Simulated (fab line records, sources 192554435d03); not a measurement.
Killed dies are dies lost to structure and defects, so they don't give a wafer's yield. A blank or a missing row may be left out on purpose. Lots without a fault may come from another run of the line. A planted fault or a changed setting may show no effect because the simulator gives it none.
Problem report in the 8D (eight disciplines) form, filled by code | flow n5_finfet | the parts of the form that need people (team, actions taken, sign-off) are left out

1. THE PROBLEM
rf_fwd_power_W at N5_BEOL_M9_PRE_CLEAN_55 reads a mean of 203.5 W on 6 wafers of 2 lots; wafers without a fault read 295.1 W with a standard deviation of 1.7. That is -54 standard deviations from the usual mean.
The step: time 15 s.
First seen on wafer L575.1, day 12 13:17, on pecvd-04. The record holds 36 wafers of 12 lots with a number at this step. Rule for "out", or "out of limits": more than 4 standard deviations from the usual mean. The other wafers with a number count as sound.

2. WHAT IT IS AND WHAT IT IS NOT
question                    | is                     | is not
which readings at this step | rf_fwd_power_W         | -
which lots                  | L574, L575             | L571, L576, L587, L588, L589, L590, L591, L592, L593, L594
which wafers of those lots  | all that have a number | -
read on which tools         | pecvd-04               | pecvd-02, pecvd-03
when                        | from day 12 13:17      | up to then (3 sound wafers); but 27 sound wafers of L576, L587, L588, L589, L590, L591, L592, L593, L594 came after

3. SUSPECTS, AND WHAT RULES EACH OUT
Counting: a tool at a process step up to the reading stays a suspect if it ran every lot that is out and no sound lot after the first of them.
- pecvd-04 at N5_BEOL_M9_PRE_CLEAN_55 (time 15 s): ruled out as a lasting fault. Sound lots L590 ran on it after its first lot that is out, L575 (day 12 13:17).
Left after counting: nothing in the record.

4. THE CAUSE (what the simulator had put in)
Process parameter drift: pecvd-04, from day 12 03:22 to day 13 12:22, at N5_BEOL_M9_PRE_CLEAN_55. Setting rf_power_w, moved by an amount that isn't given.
Counting ruled it out, wrongly.

5. THE CHAIN OF EFFECTS, in route order
Each row: a reading whose mean over the struck wafers that have a number lies more than 3 standard deviations from the usual. Only readings for which the record gives a usual standard deviation are gone through. hours: the time from each lot's start at the first step in this table that gives one to its start at this step, as a median over the lots. sigmas: the change in usual standard deviations.
hours | step                    | reading        | usual   | on struck wafers | change | sigmas
0     | N5_BEOL_M9_PRE_CLEAN_55 | rf_fwd_power_W | 295.1 W | 203.5            | -91.6  | -54
The process steps in it:
- N5_BEOL_M9_PRE_CLEAN_55: time 15 s.

6. WHAT WOULD HAVE CAUGHT IT SOONER
In this record the first reading out of limits was taken at day 12 13:17, 10 hours after the fault began at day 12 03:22.
